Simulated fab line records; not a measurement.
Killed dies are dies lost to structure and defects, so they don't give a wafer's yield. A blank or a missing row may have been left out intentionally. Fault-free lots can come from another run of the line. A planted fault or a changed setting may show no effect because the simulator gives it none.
A struck lot beside a sound one | flow nandHarc | 14 steps out of a route of 1302
Sound: wafers L385.3, L385.4, L385.6. Struck: wafer L405.6 (left out: L405.2, L405.3 of the same lot, which were not struck); the cause appears at the end.
Order at every step that has rows: each side's tool, ch and its chambers, its first start. Under that, the readings that differ: sound wafers | struck wafers | difference of the means | sigmas: that difference in standard deviations of wafers without a fault.
alike: readings whose means differ by less than 2 such deviations, and words and numbers that are the same on both sides. not compared: withheld readings, readings that some wafer has no value for, bounds like >300 that may hide the same value, and numbers for which the record gives no deviation and whose values overlap.
The two part at a step that has a row with sigmas, a row that says differs or no value, or rows on one side only. Numbers that have no deviation but don't overlap get no sigmas and don't part them. A reading missing from all wafers of one side parts the sides only when that side holds two or more wafers.

first, 4 steps without rows for these wafers: NHARC_A_STAIRCASE_EXPOSE_214 (exposes mask STAIR 3); NHARC_A_STAIRCASE_PEB_215 (peb time 130 s); NHARC_A_STAIRCASE_DEVELOP_216 (time 140 s); NHARC_A_STAIRCASE_HARDBAKE_218 (time 140 s).
NHARC_A_STAIRCASE_DESCUM_219: chemistry O2, time 3 s.
  sound on rieDiel-13 ch 0,1, day 16 16:34; struck on rieDiel-10 ch 0, day 24 23:38
reading                      | sound             | struck | difference | sigmas
chamberPressureMTorr (mTorr) | 60.03 60.01 59.86 | 60.13  | +0.16      | +3
  alike: drypumpMotorCurrentA, oesProductAu, rfVppV, showerheadPlenumPTorr, throttleValvePct
  not compared: rfHoursCounterH
NHARC_A_STAIRCASE_TRIM_220: chemistry O2, time 211.2 s.
  sound on rieDiel-13 ch 0,1,2, day 16 16:40; struck on rieDiel-10 ch 1, day 24 23:44
  alike: chamberPressureMTorr, drypumpMotorCurrentA, oesProductAu, rfVppV, showerheadPlenumPTorr, throttleValvePct
  not compared: rfHoursCounterH
then, 2 steps without rows for these wafers: NHARC_A_STAIRCASE_ETCH_221 (etches the open film in C4F8/O2, target depth 100 nm, time 40.5 s); NHARC_A_STAIRCASE_TRIM_222 (chemistry O2, time 211.2 s).
NHARC_A_STAIRCASE_ETCH_223: etches the open film in C4F8/O2, target depth 100 nm, time 40.5 s.
  sound on rieDiel-13 ch 0,1,2; struck on rieDiel-10 ch 1
  alike: chamberPressureMTorr, oesProductAu, rfVppV
  not compared: rfHoursCounterH
NHARC_A_STAIRCASE_TRIM_224: chemistry O2, time 211.2 s.
  sound on rieDiel-13 ch 0,3; struck on rieDiel-10 ch 3
  alike: chamberPressureMTorr, drypumpMotorCurrentA, oesProductAu, rfVppV, showerheadPlenumPTorr, throttleValvePct
  not compared: rfHoursCounterH
then, 1 step without rows for these wafers: NHARC_A_STAIRCASE_ETCH_225 (etches the open film in C4F8/O2, target depth 100 nm, time 40.5 s).
NHARC_A_STAIRCASE_TRIM_226: chemistry O2, time 211.2 s.
  sound on rieDiel-13 ch 0,1,2, day 16 17:22; struck on rieDiel-10 ch 2, day 25 00:30
reading                      | sound             | struck | difference | sigmas
oesProductAu (a.u.)          | 1.011 0.996 1.002 | 1.258  | +0.255     | +28
showerheadPlenumPTorr (Torr) | 3.29 3.34 3.49    | 3.78   | +0.41      | +3
  alike: chamberPressureMTorr, drypumpMotorCurrentA, rfVppV, throttleValvePct
  not compared: rfHoursCounterH
NHARC_A_STAIRCASE_ETCH_227: etches the open film in C4F8/O2, target depth 100 nm, time 40.5 s.
  sound on rieDiel-13 ch 0,2,3; struck on rieDiel-10 ch 0
  alike: chamberPressureMTorr, oesProductAu, rfVppV
  not compared: rfHoursCounterH
-- break in the record here, with 8 days between the starts of the struck wafers on either side (left off in module A_STAIRCASE, picked up again in module END, where the first step shown is number 1302 on the route) --
NHARC_END_SORT_01:
  here the record holds rows for the struck wafers (prober-02 ch 0, day 33 06:45) but none for the sound ones

## WHERE THEY PART
At NHARC_A_STAIRCASE_DESCUM_219 first; at NHARC_END_SORT_01 last (within this record only).

WHY: what had been put in by the simulator
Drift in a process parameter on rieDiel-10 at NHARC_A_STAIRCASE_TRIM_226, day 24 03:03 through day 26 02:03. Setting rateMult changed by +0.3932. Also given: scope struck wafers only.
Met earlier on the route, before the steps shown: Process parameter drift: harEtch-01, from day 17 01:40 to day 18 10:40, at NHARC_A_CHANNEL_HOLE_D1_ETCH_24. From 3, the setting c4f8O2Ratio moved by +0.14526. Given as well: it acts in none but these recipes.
